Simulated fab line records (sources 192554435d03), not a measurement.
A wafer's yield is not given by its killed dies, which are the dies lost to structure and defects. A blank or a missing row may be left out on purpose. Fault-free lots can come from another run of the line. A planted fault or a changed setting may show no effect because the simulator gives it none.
fab line records ; flow n5Finfet
record lots=7; wafers=39
route steps=1938 shown DUMMY_GATE@237 HKMG_FIN@403 GATE_CUT@466 MOL_CONTACT_COAG@532
startH: start of the lot's first displayed wafer, in hours after the record's first day ; waitH: how many hours have passed since the lot's step before this one ; " unchanged from the row above ; L1.1+2: a row that stands for several wafers ; - value missing, or start not given ; * or withheld: withheld ; < > ~ a bound
route shown NAME@n: names a module that has steps shown in the file, with the first one's number in the route ; usual: the fault-free wafers' mean and standard deviation ; same: alike in all rows ; chamber/n: place in a boat ; sites: the reading at each site ; _std_site: how widely they spread, as a standard deviation ; _edge_site: mean of outer sites minus mean of inner sites ; radiusMm: for every site, how far away it sits from the centre of the wafer ; mask NAME#n: copy n ; behind: tool/chamber where the wafer was last shaped ; hold: why the lot was held/for how many hours/how that ended ; device: whichever transistor did not switch (one of n, p or np) ; end of line: the tests these same wafers got at the end of their route ; step lacking rows: just its recipe ; killed: the dies lost at the first sort to structure and to defects; this is not the yield of the wafer ; map: shows each die of a wafer: x if killed, . if not, _ if none is there
set.NAME: the setting that was run; set.NAME@STEP: the one run at that earlier step ; model.NAME: the simulator's own value behind a step, which no gauge read
lots where settings were altered on purpose, with a table for each step and a row for each wafer
## steps
# step N5_DUMMY_GATE_ETCH_37
# recipe chemistry=N2/H2; target=SOC; targetDepthA=600; overetchA=300; tempC=40; ionEnergyEv=200; pressureMtorr=30; sourceW=840; biasW=150; n2FlowSccm=200; h2FlowSccm=200
# usual rfVppV=524/3.1
lot.wafer;tool;chamber;startH;waitH;set.sourceW;rfVppV
L076.1;rieDiel-01;1;57.74;0.0;756.4;538
L076.2;rieDiel-01;2;57.74;0.0;840;527
L076.3;rieDiel-01;3;57.74;0.0;756.4;544
L076.4;rieDiel-01;0;57.74;0.0;840;525
L076.5;rieDiel-01;1;57.74;0.0;840;519
L076.6;rieDiel-01;2;57.74;0.0;756.4;545
L080.1;rieDiel-03;0;81.00;0.0;840;526
L080.2;rieDiel-03;2;81.00;0.0;793.9;536
L080.3;rieDiel-03;3;81.00;0.0;840;518
L080.4;rieDiel-03;1;81.00;0.0;793.9;536
L080.5;rieDiel-03;0;81.00;0.0;793.9;537
L080.6;rieDiel-03;1;81.00;0.0;840;527
L081.1;rieDiel-03;3;87.15;0.0;933.6;502
L081.2;rieDiel-03;1;87.15;0.0;840;527
L081.3;rieDiel-03;2;87.15;0.0;840;528
L081.4;rieDiel-03;0;87.15;0.0;840;526
L081.5;rieDiel-03;0;87.15;0.0;933.6;508
L081.6;rieDiel-03;3;87.15;0.0;933.6;500
L082.1;rieDiel-01;2;94.65;0.0;840;527
L082.2;rieDiel-01;1;94.65;0.0;840;529
L082.3;rieDiel-01;0;94.65;0.0;840;525
L082.4;rieDiel-01;3;94.65;0.0;840;527
L082.5;rieDiel-01;2;94.65;0.0;840;527
L082.6;rieDiel-01;3;94.65;0.0;840;527
L091.1;rieDiel-03;0;147.60;0.0;840;527
L091.3;rieDiel-03;1;147.60;0.0;840;525
L091.4;rieDiel-03;2;147.60;0.0;840;529
L092.1;rieDiel-01;0;156.47;0.0;840;526
L092.2;rieDiel-01;2;156.47;0.0;783.8;539
L092.3;rieDiel-01;3;156.47;0.0;783.8;539
L092.4;rieDiel-01;1;156.47;0.0;783.8;539
L092.5;rieDiel-01;0;156.47;0.0;840;527
L092.6;rieDiel-01;3;156.47;0.0;840;526
L095.1;rieDiel-03;1;172.61;0.0;783.6;539
L095.2;rieDiel-03;0;172.61;0.0;783.6;538
L095.3;rieDiel-03;3;172.61;0.0;783.6;530
L095.4;rieDiel-03;2;172.61;0.0;840;527
L095.5;rieDiel-03;2;172.61;0.0;840;528
L095.6;rieDiel-03;1;172.61;0.0;840;526
# step N5_DUMMY_GATE_ETCH_42
# recipe chemistry=CHF3/O2; target=SiO2; targetDepthA=35; timeS=31; ionEnergyEv=30; biasW=12; pressureMtorr=30; sourceW=600; Ar_flow_sccm=200; CHF3_flow_sccm=50; O2_flow_sccm=5
# usual rfVppV=42.5/0.9
lot.wafer;tool;chamber;startH;waitH;set.biasW;rfVppV
L076.1;rieDiel-03;0;58.67;0.0;12;44.1
L076.2;rieDiel-03;1;58.67;0.0;12;42.4
L076.3;rieDiel-03;3;58.67;0.0;12;41.8
L076.4;rieDiel-03;0;58.67;0.0;12;43.1
L076.5;rieDiel-03;1;58.67;0.0;12;42.8
L076.6;rieDiel-03;3;58.67;0.0;12;41.4
L080.1;rieDiel-03;0;82.16;0.3;13.93;47.8
L080.2;rieDiel-03;2;82.16;0.3;13.93;46.9
L080.3;rieDiel-03;1;82.16;0.3;12;42.4
L080.4;rieDiel-03;3;82.16;0.3;12;41.8
L080.5;rieDiel-03;2;82.16;0.3;13.93;47.7
L080.6;rieDiel-03;1;82.16;0.3;12;42.6
L081.1;rieDiel-03;2;88.27;0.1;12;42.6
L081.2;rieDiel-03;0;88.27;0.1;12;42.6
L081.3;rieDiel-03;1;88.27;0.1;12;43.8
L081.4;rieDiel-03;3;88.27;0.1;12;41.7
L081.5;rieDiel-03;1;88.27;0.1;12;43.9
L081.6;rieDiel-03;0;88.27;0.1;12;42.6
L082.1;rieDiel-03;3;95.57;0.1;14.12;47.8
L082.2;rieDiel-03;2;95.57;0.1;12;44.1
L082.3;rieDiel-03;0;95.57;0.1;12;42.5
L082.4;rieDiel-03;1;95.57;0.1;14.12;47.4
L082.5;rieDiel-03;1;95.57;0.1;12;42.1
L082.6;rieDiel-03;2;95.57;0.1;14.12;46.3
L091.1;rieDiel-03;2;148.74;0.2;12;42.3
L091.3;rieDiel-03;1;148.74;0.2;12;42.2
L091.4;rieDiel-03;0;148.74;0.2;12;42.8
L092.1;rieDiel-05;1;157.31;0.1;12;42.9
L092.2;rieDiel-05;2;157.31;0.1;9.724;36.5
L092.3;rieDiel-05;3;157.31;0.1;12;41.7
L092.4;rieDiel-05;0;157.31;0.1;9.724;36.5
L092.5;rieDiel-05;0;157.31;0.1;9.724;37.0
L092.6;rieDiel-05;3;157.31;0.1;12;42.2
L095.1;rieDiel-01;2;173.38;0.0;14.1;46.6
L095.2;rieDiel-01;1;173.38;0.0;14.1;48.1
L095.3;rieDiel-01;3;173.38;0.0;12;44.3
L095.4;rieDiel-01;3;173.38;0.0;14.1;46.9
L095.5;rieDiel-01;2;173.38;0.0;12;42.0
L095.6;rieDiel-01;1;173.38;0.0;12;44.0
# step N5_HKMG_FIN_ETCH_55
# recipe chemistry=N2/H2; target=SOC; targetDepthA=2400; tempC=40; timeS=300; ionEnergyEv=200; maskMaterial=SiARC; pressureMtorr=30; sourceW=840; biasW=150; n2FlowSccm=200; h2FlowSccm=200
# usual rfVppV=524.0/2.3
lot.wafer;tool;chamber;startH;waitH;set.biasW;rfVppV;model.HKMG_FIN.featureDepthNm;model.etch.depthNm;model.SiARC_of_HKMG_FIN_COAT_42.thkNm
L076.1;rieDiel-04;0;82.99;0.0;150;523.8;240.4;240.4;21
L076.2;rieDiel-04;2;82.99;0.0;124.4;464.1;221.2;221.2;23.8
L076.3;rieDiel-04;1;82.99;0.0;124.4;464.4;215.8;215.9;24.2
L076.4;rieDiel-04;3;82.99;0.0;124.4;470.2;220.4;220.4;24
L076.5;rieDiel-04;1;82.99;0.0;150;523.3;236.6;236.6;21.2
L076.6;rieDiel-04;2;82.99;0.0;150;520.6;243;243.1;20.8
L080.1;rieDiel-04;2;106.56;0.0;150;522.0;244.6;244.6;20.8
L080.2;rieDiel-04;3;106.56;0.0;175;581.0;262.2;262.2;18.2
L080.3;rieDiel-04;0;106.56;0.0;175;576.7;258.6;258.6;18.4
L080.4;rieDiel-04;1;106.56;0.0;150;522.8;241.6;241.6;21.2
L080.5;rieDiel-04;0;106.56;0.0;175;577.5;257.8;257.8;18.6
L080.6;rieDiel-04;3;106.56;0.0;150;527.4;242.2;242.2;21
L081.1;rieDiel-02;0;112.93;0.0;150;523.9;250;250;20.6
L081.2;rieDiel-02;3;112.93;0.0;150;523.9;232;232.1;21.6
L081.3;rieDiel-02;2;112.93;0.0;150;524.4;246.6;246.6;20.6
L081.4;rieDiel-02;1;112.93;0.0;164.2;556.0;252.6;252.7;19.2
L081.5;rieDiel-02;3;112.93;0.0;164.2;553.5;242.4;242.4;20.2
L081.6;rieDiel-02;2;112.93;0.0;164.2;555.4;258;258;19
L082.1;rieDiel-02;0;119.75;0.0;170.5;566.1;263.6;263.6;18.6
L082.2;rieDiel-02;3;119.75;0.0;150;523.6;229.8;229.7;22
L082.3;rieDiel-02;1;119.75;0.0;150;525.9;238.6;238.6;21.4
L082.4;rieDiel-02;0;119.75;0.0;170.5;566.7;261.8;261.8;18.8
L082.5;rieDiel-02;1;119.75;0.0;170.5;570.6;253.4;253.4;19
L082.6;rieDiel-02;3;119.75;0.0;150;522.1;227.4;227.5;22.2
L091.1;rieDiel-04;2;171.67;0.0;150;521.6;243.8;243.7;20.6
L091.3;rieDiel-04;0;171.67;0.0;150;523.2;240.6;240.6;21.2
L091.4;rieDiel-04;0;171.67;0.0;150;522.9;240.4;240.4;21.2
L092.1;rieDiel-06;0;180.34;0.0;135.4;487.9;226.6;226.5;23
L092.2;rieDiel-06;2;180.34;0.0;150;520.7;238;237.9;21.2
L092.3;rieDiel-06;3;180.34;0.0;150;525.0;245.2;245.2;20.6
L092.4;rieDiel-06;1;180.34;0.0;135.4;494.5;225.4;225.4;23
L092.5;rieDiel-06;0;180.34;0.0;135.4;487.9;224.6;224.6;23
L092.6;rieDiel-06;3;180.34;0.0;150;524.7;243.6;243.6;20.8
L095.1;rieDiel-02;0;202.78;0.0;150;521.2;245.4;245.3;20.8
L095.2;rieDiel-02;1;202.78;0.0;121.9;460.6;214;214;24.6
L095.3;rieDiel-02;3;202.78;0.0;121.9;458.7;206.4;206.5;25.2
L095.4;rieDiel-02;2;202.78;0.0;150;524.5;243.2;243.2;20.8
L095.5;rieDiel-02;3;202.78;0.0;121.9;456.8;207;207;25
L095.6;rieDiel-02;0;202.78;0.0;150;523.1;244.6;244.6;20.8
# step N5_GATE_CUT_ETCH_56
# recipe chemistry=Cl2/Ar; target=TiN; targetDepthA=216; pressureMtorr=10; icpW=600; biasW=60; Cl2_flow_sccm=40; Ar_flow_sccm=60
lot.wafer;tool;chamber;startH;waitH;set.icpW;model.etch.depthNm
L076.1;rieMetal-03;1;91.06;0.3;667.5;23.78
L076.2;rieMetal-03;1;91.06;0.3;667.5;23.69
L076.3;rieMetal-03;1;91.06;0.3;667.5;23.83
L076.4;rieMetal-03;1;91.06;0.3;600;21.49
L076.5;rieMetal-03;1;91.06;0.3;600;21.63
L076.6;rieMetal-03;1;91.06;0.3;600;21.77
L080.1;rieMetal-02;0;115.22;0.1;600;21.91
L080.2;rieMetal-02;1;115.22;0.1;600;22.16
L080.3;rieMetal-02;0;115.22;0.1;600;21.96
L080.4;rieMetal-02;1;115.22;0.1;600;22.18
L080.5;rieMetal-02;0;115.22;0.1;600;21.99
L080.6;rieMetal-02;1;115.22;0.1;600;22.34
L081.1;rieMetal-03;1;120.91;0.2;630.8;22.36
L081.2;rieMetal-03;1;120.91;0.2;630.8;22.44
L081.3;rieMetal-03;1;120.91;0.2;600;21.33
L081.4;rieMetal-03;1;120.91;0.2;600;21.3
L081.5;rieMetal-03;1;120.91;0.2;600;21.26
L081.6;rieMetal-03;1;120.91;0.2;630.8;22.33
L082.1;rieMetal-02;0;128.33;0.1;600;21.92
L082.2;rieMetal-02;1;128.33;0.1;600;22.22
L082.3;rieMetal-02;1;128.33;0.1;652.7;24.14
L082.4;rieMetal-02;0;128.33;0.1;652.7;23.73
L082.5;rieMetal-02;0;128.33;0.1;652.7;23.74
L082.6;rieMetal-02;1;128.33;0.1;600;22.39
L091.1;rieMetal-02;1;180.02;0.1;600;22.38
L091.3;rieMetal-02;0;180.02;0.1;600;22.15
L091.4;rieMetal-02;1;180.02;0.1;600;22.37
L092.1;rieMetal-02;1;188.53;0.1;600;22.3
L092.2;rieMetal-02;0;188.53;0.1;600;21.87
L092.3;rieMetal-02;0;188.53;0.1;600;21.81
L092.4;rieMetal-02;1;188.53;0.1;600;22.29
L092.5;rieMetal-02;0;188.53;0.1;600;21.94
L092.6;rieMetal-02;1;188.53;0.1;600;22.16
L095.1;rieMetal-02;0;210.96;0.1;600;21.72
L095.2;rieMetal-02;1;210.96;0.1;600;22.17
L095.3;rieMetal-02;0;210.96;0.1;600;22.01
L095.4+6;rieMetal-02;1,0;210.96;0.1;600;22.04
L095.5;rieMetal-02;1;210.96;0.1;600;22.19
# step N5_MOL_CONTACT_COAG_ETCH_106
# recipe chemistry=N2/H2; target=SOC; targetDepthA=800; overetchA=160; maskMaterial=SiARC; tempC=40; timeS=120; ionEnergyEv=200; pressureMtorr=30; sourceW=840; biasW=150; n2FlowSccm=200; h2FlowSccm=200
lot.wafer;tool;chamber;startH;waitH;set.targetDepthA;model.SiARC_of_MOL_CONTACT_COAG_COAT_104.thkNm
L076.1+6;rieDiel-02;1;99.65;0.0;696.6;7
L076.2+4;rieDiel-02;3;99.65;0.0;800;6.6
L076.3;rieDiel-02;2;99.65;0.0;696.6;6.8
L076.5;rieDiel-02;2;99.65;0.0;800;6.2
L080.1;rieDiel-06;3;122.78;0.0;800;6.2
L080.2+3+4+5+6;rieDiel-06;1,2,0,2,1;122.78;0.0;800;6.4
L081.1+2+6;rieDiel-06;2,0,0;128.75;0.0;800;6.4
L081.3+4+5;rieDiel-06;3,1,3;128.75;0.0;800;6.2
L082.1+4;rieDiel-04;0,1;135.89;0.0;800;6.4
L082.2;rieDiel-04;3;135.89;0.0;800;6.2
L082.3+5;rieDiel-04;2;135.89;0.0;705.1;6.8
L082.6;rieDiel-04;1;135.89;0.0;705.1;7
L091.1+4;rieDiel-04;3,0;190.11;0.0;800;6.4
L091.3;rieDiel-04;2;190.11;0.0;800;6.2
L092.1;rieDiel-06;1;198.73;0.0;769.9;6.4
L092.2+5;rieDiel-06;2,0;198.73;0.0;769.9;6.6
L092.3+6;rieDiel-06;0,1;198.73;0.0;800;6.4
L092.4;rieDiel-06;3;198.73;0.0;800;6.2
L095.1+3+4;rieDiel-04;3,0,2;219.01;0.0;800;6.2
L095.2;rieDiel-04;1;219.01;0.0;887.2;5.8
L095.5+6;rieDiel-04;1,0;219.01;0.0;887.2;5.6
## key
split step=N5_DUMMY_GATE_ETCH_37; setting=sourceW; stated=840; by=wafer
response step=N5_DUMMY_GATE_ETCH_37; reading=rfVppV; change=-1.91; per=1%; r=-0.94
split step=N5_DUMMY_GATE_ETCH_42; setting=biasW; stated=12; by=wafer
response step=N5_DUMMY_GATE_ETCH_42; reading=rfVppV; change=+0.268; per=1%; r=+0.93
split step=N5_HKMG_FIN_ETCH_55; setting=biasW; stated=150; by=wafer
response step=N5_HKMG_FIN_ETCH_55; reading=rfVppV; change=+3.32; per=1%; r=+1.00
response step=N5_HKMG_FIN_ETCH_55; reading=model.HKMG_FIN.featureDepthNm; change=+1.48; per=1%; r=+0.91
response step=N5_HKMG_FIN_ETCH_55; reading=model.etch.depthNm; change=+1.48; per=1%; r=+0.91
response step=N5_HKMG_FIN_ETCH_55; reading=model.SiARC_of_HKMG_FIN_COAT_42.thkNm; change=-0.192; per=1%; r=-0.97
split step=N5_GATE_CUT_ETCH_56; setting=icpW; stated=600; by=wafer
response step=N5_GATE_CUT_ETCH_56; reading=model.etch.depthNm; change=+0.193; per=1%; r=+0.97
split step=N5_MOL_CONTACT_COAG_ETCH_106; setting=targetDepthA; stated=800; by=wafer
response step=N5_MOL_CONTACT_COAG_ETCH_106; reading=model.SiARC_of_MOL_CONTACT_COAG_COAT_104.thkNm; change=-0.0429; per=1%; r=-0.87
